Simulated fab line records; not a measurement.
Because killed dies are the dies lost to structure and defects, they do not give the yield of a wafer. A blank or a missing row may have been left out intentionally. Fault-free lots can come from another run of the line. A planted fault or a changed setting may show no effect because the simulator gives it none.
Chamber matching    flow n5 finfet    N5_BEOL_M14_DESCUM_33 on rie diel-01: 4 sister chambers
The step chemistry O2, time 7.9 s. 4 wafers are shown with their chamber, then 9 later ones without.

## WAFERS WITH THEIR CHAMBER
wafer   chamber  showerhead plenum p Torr (Torr)
L086.4  2        2.21
L089.3  1        2.20
L089.4  3        2.03
L089.6  0        2.09

## WAFERS WHOSE CHAMBER IS MISSING
wafer   showerhead plenum p Torr (Torr)
L087.4  2.03
L087.5  2.20
L087.6  2.21
L092.2  2.03
L092.4  2.09
L092.5  2.09
L096.2  2.08
L096.4  2.19
L096.6  2.03

## EACH ONE'S CHAMBER
wafer   from the rows above  in truth
L087.4  3                    3
L087.5  1                    1
L087.6  2                    2
L092.2  3                    3
L092.4  0                    0
L092.5  0                    0
L096.2  0                    0
L096.4  1                    1
L096.6  3                    3
Correctly placed: 9 of 9. From these rows, 0 cannot be placed. 0 placed wrongly.
How it was worked out, from the rows above alone: a wafer's distance from a chamber is the root of the sum, over the readings, of the square of ((its reading less the chamber's mean) divided by the reading's scatter). The wafer belongs to the nearest chamber; if the next one is less than 2 further off, it can't be placed. The mean given for a chamber averages the wafers shown for that chamber. The scatter (one wafer shown for each chamber): square how far every hidden wafer sits from the nearest shown wafer, average those squares and take the square root.
